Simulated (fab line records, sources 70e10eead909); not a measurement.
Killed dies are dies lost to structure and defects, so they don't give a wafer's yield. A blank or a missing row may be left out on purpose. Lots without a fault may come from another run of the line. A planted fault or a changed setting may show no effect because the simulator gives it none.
fab line records | flow nand_harc | part 2 of 2: steps 5 to 6 of 6
record lots=23 wafers=69 last_day=34
route steps=1302 shown A_STAIRCASE@714
lots that met no fault: from a run of the same line without faults
start_h: hours from the record's first day to the start of the lot's first wafer shown | wait_h: hours since the lot's step before | " the same as in the row above | L1.1+2: a row that stands for several wafers | - no value, or no start given | * or withheld: withheld | < > ~ a bound
route shown NAME@n: a module of which the file shows steps, and the number in the route of the first | usual: mean/standard deviation of fault-free wafers | same: alike in all rows | chamber/n: place in a boat | sites: the reading at each site | _std_site: their standard deviation | _edge_site: outer sites' mean less inner sites' | radius_mm: how far each site lies from the wafer's centre | mask NAME#n: copy n | behind: the tool/chamber that last shaped the wafer | hold: why the lot was held/for how many hours/how that ended | device: the transistor (n, p or np) that didn't switch | end of line: the same wafers' tests at the end of the route | a step without rows: its recipe alone | killed: dies lost to structure and defects at the first sort, not the wafer's yield | map: a wafer's dies, x killed, . not, _ none there
set.NAME: the setting as run; set.NAME@STEP: as run at that earlier step | model.NAME: the simulator's own value behind a step, which no gauge read
steps of the route over a sample of lots; a table a step, a row a wafer
services: from which hour (start_h, from the record's first day; less than 0 if before it) a tool's chamber was out of use, for how many hours, and why
## steps
# step NHARC_A_STAIRCASE_DESCUM_252
# recipe time_s=3 o2_flow_sccm=200 ar_flow_sccm=0 bias_power_w=0 chemistry=O2
# usual drypump_motor_current_A=5.8/0.44 oes_product_au=0.999/0.0075 rf_vpp_V=57.7/0.91 showerhead_plenum_p_Torr=1.89/0.089 throttle_valve_pct=11.310/0.0087
# columns lot.wafer tool chamber start_h wait_h drypump_motor_current_A oes_product_au rf_hours_counter_h rf_vpp_V showerhead_plenum_p_Torr throttle_valve_pct
L075.2 rie_diel-05 0 369.26 - 5.9 0.991 37 56.9 1.80 11.297
L075.5 " 0 " " 5.9 0.990 - 55.5 1.80 11.309
L075.6 " 1 " " 6.0 0.993 - 57.6 1.81 11.311
L074.2 rie_diel-05 3 376.46 - 5.9 0.990 41 58.3 1.97 11.309
L074.3 " 0 " " 5.8 1.004 38 56.5 1.80 11.306
L074.6 " 2 " " 6.1 0.996 - 57.3 2.04 11.316
L076.3 rie_diel-09 2 404.77 - 6.0 1.003 24 57.0 1.90 11.296
L076.1 " 3 " " 4.9 0.992 26 59.3 1.97 11.312
L076.5 " 2 " " 6.0 0.996 - 58.3 1.90 11.310
L077.2 rie_diel-05 2 405.08 - 6.1 1.004 47 56.0 2.04 11.311
L077.6 " 2 " " 6.1 0.999 - 57.3 2.04 11.304
L077.5 " 3 " " 5.8 0.992 - 57.7 1.97 11.299
L080.2 rie_diel-09 1 416.86 - 5.3 0.994 33 56.6 1.86 11.322
L080.1 " 0 " " 6.3 0.997 36 56.9 1.85 11.308
L080.6 " 1 " " 5.2 0.984 - 56.4 1.86 11.314
L079.1 rie_diel-09 3 423.14 - 5.0 0.993 35 58.0 1.97 11.305
L079.6 " 1 " " 5.3 0.999 - 57.2 1.86 11.317
L079.5 " 2 " " 6.0 0.998 - 59.0 1.90 11.317
L081.3 rie_diel-09 0 438.31 - 6.3 1.013 45 57.3 1.85 11.306
L081.2 " 3 " " 5.0 1.001 43 58.5 1.97 11.299
L081.5 " 1 " " 5.3 1.000 - 57.6 1.85 11.312
L082.1 rie_diel-02 3 439.13 - 6.0 1.004 12 58.9 2.05 11.296
L082.4 " 1 " " 5.9 0.996 13 57.0 1.86 11.328
L082.5 " 3 " " 5.9 1.006 - 58.6 2.05 11.319
L083.3 rie_diel-02 2 445.94 - 5.1 0.995 16 56.5 1.78 11.297
L083.1 " 0 " " 6.2 1.001 16 58.5 1.80 11.320
L083.6 " 2 " " 5.1 0.997 - 57.7 1.78 11.313
L084.3 rie_diel-02 0 451.18 - 6.2 1.004 17 57.3 1.80 11.321
L084.5 " 1 " " 5.9 0.992 - 57.9 1.86 11.309
L084.6 " 2 " " 5.1 1.004 - 57.2 1.78 11.306
L085.3 rie_diel-02 0 478.65 - 6.3 0.993 28 57.2 1.80 11.309
L085.1 " 1 " " 5.9 1.000 28 56.5 1.85 11.294
L085.2 " 2 " " 5.1 1.014 26 57.9 1.77 11.305
L086.2 rie_diel-02 1 480.95 - 5.9 0.995 28 57.9 1.85 11.323
L086.1 " 2 " " 5.1 0.999 26 57.0 1.77 11.310
L086.6 " 1 " " 5.9 0.990 - 57.9 1.85 11.311
L088.1 rie_diel-09 2 507.89 - 6.0 0.985 0 59.1 1.89 11.315
L088.2 " 0 " " 6.3 1.004 0 56.7 1.84 11.309
L088.3 " 1 " " 5.2 1.003 0 58.7 1.85 11.302
L087.2 rie_diel-09 3 508.43 - 5.0 0.995 0 58.1 1.96 11.321
L087.5 " 1 " " 5.3 0.991 - 57.7 1.85 11.315
L087.6 " 2 " " 6.0 0.991 - 56.9 1.89 11.301
L089.1 rie_diel-09 2 520.56 - 6.0 0.985 5 56.5 1.89 11.323
L089.3 " 3 " " 5.0 1.002 6 58.5 1.96 11.314
L089.5 " 1 " " 5.3 1.003 - 56.2 1.85 11.319
L090.3 rie_diel-09 0 534.18 - 6.2 1.000 11 57.1 1.84 11.314
L090.4 " 2 " " 6.0 0.997 11 56.5 1.89 11.310
L090.6 " 1 " " 5.2 1.000 - 56.8 1.84 11.302
L092.1 rie_diel-09 1 537.34 - 5.3 1.011 11 57.4 1.84 11.314
L092.5 " 0 " " 6.3 0.993 - 58.2 1.84 11.307
L092.6 " 1 " " 5.3 1.016 - 58.8 1.84 11.320
L091.2 rie_diel-09 2 538.38 - 6.0 0.993 12 57.6 1.89 11.306
L091.5 " 3 " " 5.0 0.995 - 59.5 1.96 11.323
L091.6 " 0 " " 6.3 0.995 - 58.2 1.84 11.309
L093.3 rie_diel-09 0 560.18 - 6.3 1.007 19 56.8 1.84 11.314
L093.1 " 2 " " 6.0 1.001 17 58.0 1.88 11.322
L093.6 " 1 " " 5.2 1.001 - 57.1 1.84 11.320
L094.3 rie_diel-05 0 578.80 - 5.8 1.009 51 57.4 1.78 11.306
L094.1 " 1 " " 6.1 1.000 49 56.8 1.80 11.299
L094.4 " 2 " " 6.1 1.015 33 59.2 2.03 11.293
L096.3 rie_diel-05 0 580.22 - 5.8 1.003 51 55.8 1.78 11.301
L096.4 " 1 " " 6.0 0.993 49 57.6 1.80 11.327
L096.5 " 0 " " 5.9 1.008 - 58.1 1.78 11.313
L095.3 rie_diel-02 2 592.70 - 5.1 1.007 4 57.4 2.08 11.322
L095.2 " 3 " " 5.9 0.989 4 57.3 2.04 11.303
L095.1 " 1 " " 5.9 1.010 5 57.5 1.84 11.319
L097.1 rie_diel-05 3 606.15 - 5.8 1.009 7 58.1 1.95 11.322
L097.5 " 3 " " 5.8 1.005 - 58.4 1.95 11.317
L097.6 " 0 " " 5.8 1.013 - 56.8 1.78 11.318
# step NHARC_A_STAIRCASE_DESCUM_270
# recipe time_s=3 o2_flow_sccm=200 ar_flow_sccm=0 bias_power_w=0 chemistry=O2
# usual drypump_motor_current_A=5.8/0.44 oes_product_au=1.000/0.009 rf_vpp_V=57.8/0.89 showerhead_plenum_p_Torr=1.89/0.091 throttle_valve_pct=11.312/0.0092
# columns lot.wafer tool chamber start_h wait_h drypump_motor_current_A oes_product_au rf_hours_counter_h rf_vpp_V showerhead_plenum_p_Torr throttle_valve_pct
L075.2 rie_diel-02 3 373.41 - 5.9 0.999 48 58.7 2.06 11.312
L075.6 " 3 " " 5.9 0.989 - 59.2 2.06 11.307
L075.5 " 0 " " 6.2 1.005 - 58.5 1.81 11.306
L074.2 rie_diel-05 2 383.56 - 6.1 0.996 41 58.0 2.04 11.306
L074.3 " 3 " " 5.9 0.983 42 57.4 1.97 11.315
L074.6 " 1 " " 6.1 0.990 - 57.8 1.81 11.323
L076.1 rie_diel-09 2 408.65 - 6.0 1.011 26 56.5 1.90 11.324
L076.3 " 1 " " 5.2 0.996 28 57.8 1.86 11.322
L076.5 " 3 " " 5.0 0.998 - 58.7 1.97 11.315
L077.2 rie_diel-09 1 410.66 - 5.3 0.993 30 58.0 1.86 11.308
L077.5 " 3 " " 5.0 0.999 - 56.0 1.97 11.307
L077.6 " 0 " " 6.3 1.009 - 58.1 1.85 11.317
L080.1 rie_diel-05 3 421.91 - 5.8 0.999 1 57.6 1.97 11.297
L080.2 " 1 " " 6.0 0.990 1 57.2 1.81 11.313
L080.6 " 0 " " 5.9 0.991 - 57.5 1.80 11.317
L079.1 rie_diel-02 1 428.55 - 6.0 1.002 9 57.3 1.86 11.328
L079.6 " 3 " " 5.9 1.009 - 58.0 2.06 11.312
L079.5 " 0 " " 6.3 0.986 - 56.1 1.80 11.310
L081.2 rie_diel-02 1 447.63 - 5.9 1.007 16 58.4 1.86 11.318
L081.3 " 0 " " 6.2 1.008 16 57.5 1.80 11.302
L081.5 " 2 " " 5.1 1.000 - 57.2 1.78 11.305
L082.1 rie_diel-09 0 449.40 - 6.3 1.007 48 58.6 1.85 11.319
L082.4 " 2 " " 6.0 0.994 47 57.4 1.89 11.314
L082.5 " 1 " " 5.2 1.013 - 57.1 1.85 11.321
L083.1 rie_diel-02 3 455.57 - 5.9 1.008 17 57.1 2.05 11.328
L083.3 " 0 " " 6.2 0.989 17 57.5 1.80 11.317
L083.6 " 0 " " 6.2 1.005 - 58.6 1.80 11.311
L084.3 rie_diel-09 0 459.45 - 6.3 0.997 50 57.4 1.85 11.316
L084.5 " 0 " " 6.3 1.001 - 58.8 1.85 11.318
L084.6 " 1 " " 5.3 1.007 - 57.4 1.85 11.306
L085.3 rie_diel-05 2 482.47 - 6.1 1.009 6 58.3 2.04 11.312
L085.2 " 3 " " 5.9 0.989 18 57.8 1.96 11.313
L085.1 " 1 " " 6.0 0.990 19 55.9 1.80 11.321
L086.1 rie_diel-05 2 486.76 - 6.1 1.005 7 56.6 2.04 11.314
L086.2 " 0 " " 5.8 0.991 20 56.9 1.79 11.307
L086.6 " 3 " " 5.9 0.997 - 56.5 1.96 11.302
L088.2 rie_diel-09 0 511.75 - 6.3 1.000 0 57.9 1.84 11.330
L088.3 " 1 " " 5.2 1.003 1 56.8 1.85 11.311
L088.1 " 2 " " 6.0 0.981 1 59.1 1.89 11.319
L087.2 rie_diel-09 1 514.35 - 5.3 1.006 2 56.9 1.85 11.323
L087.5 " 0 " " 6.3 1.002 - 58.2 1.84 11.309
L087.6 " 1 " " 5.3 1.003 - 56.7 1.85 11.310
L089.3 rie_diel-09 3 524.38 - 5.0 0.997 7 57.7 1.96 11.322
L089.1 " 1 " " 5.2 1.009 7 57.4 1.84 11.313
L089.5 " 2 " " 6.0 1.001 - 56.8 1.89 11.325
L090.3 rie_diel-05 2 541.83 - 6.1 0.998 25 58.4 2.03 11.313
L090.4 " 3 " " 5.8 0.977 36 58.7 1.96 11.320
L090.6 " 1 " " 6.0 0.989 - 56.5 1.80 11.317
L092.1 rie_diel-05 1 544.33 - 6.1 0.995 41 57.8 1.80 11.298
L092.5 " 2 " " 6.1 1.006 - 58.0 2.03 11.298
L092.6 " 3 " " 5.8 0.989 - 58.8 1.96 11.296
L091.2 rie_diel-02 3 546.21 - 5.9 1.001 47 58.8 2.04 11.311
L091.6 " 0 " " 6.2 1.009 - 57.9 1.79 11.332
L091.5 " 1 " " 5.9 0.996 - 57.1 1.84 11.302
L093.1 rie_diel-05 0 566.53 - 5.8 1.001 47 56.7 1.78 11.318
L093.3 " 1 " " 6.0 0.997 46 56.5 1.80 11.312
L093.6 " 3 " " 5.8 0.974 - 59.3 1.95 11.315
L094.3 rie_diel-09 0 582.81 - 6.3 1.004 25 57.2 1.84 11.295
L094.1 " 1 " " 5.2 1.006 26 58.8 1.84 11.300
L094.4 " 1 " " 5.2 1.010 - 55.9 1.84 11.311
L096.4 rie_diel-02 0 588.05 - 6.2 1.019 1 56.5 1.79 11.312
L096.3 " 1 " " 5.9 1.006 1 59.5 1.84 11.316
L096.5 " 2 " " 5.1 1.009 - 58.3 2.08 11.313
L095.1 rie_diel-09 1 597.55 - 5.3 1.004 38 57.0 1.84 11.315
L095.3 " 2 " " 6.0 1.003 30 58.3 1.88 11.312
L095.2 " 3 " " 4.9 0.993 31 57.9 1.95 11.320
L097.1 rie_diel-02 2 609.89 - 5.1 0.998 12 59.3 2.07 11.315
L097.6 " 0 " " 6.2 1.009 - 56.5 1.78 11.286
L097.5 " 1 " " 6.0 1.017 - 58.1 1.84 11.315
## services
# columns tool chamber start_h hours kind
plasma_asher-01 - 342.21 9.0 pm
rie_diel-09 1 343.38 2.4 repair
rie_diel-09 3 352.38 8.4 repair
rie_diel-09 0 354.32 - clean
rie_diel-09 1 354.32 - clean
rie_diel-09 2 354.32 - clean
rie_diel-09 0 379.63 - clean
rie_diel-09 1 379.63 - clean
rie_diel-09 2 379.63 - clean
rie_diel-09 3 379.63 - clean
rie_diel-02 3 388.56 5.6 repair
rie_diel-02 - 400.29 9.0 pm
rie_diel-09 0 404.13 - clean
rie_diel-09 1 404.13 - clean
rie_diel-05 - 406.76 9.0 pm
plasma_asher-02 - 426.00 9.0 pm
plasma_asher-02 - 453.44 2.8 repair
plasma_asher-02 - 496.56 2.2 repair
rie_diel-09 - 497.82 9.0 pm
plasma_asher-01 - 519.21 9.0 pm
rie_diel-09 2 574.03 11.1 repair
rie_diel-02 - 577.30 9.0 pm
rie_diel-05 - 583.76 9.0 pm
plasma_asher-02 - 603.00 9.0 pm
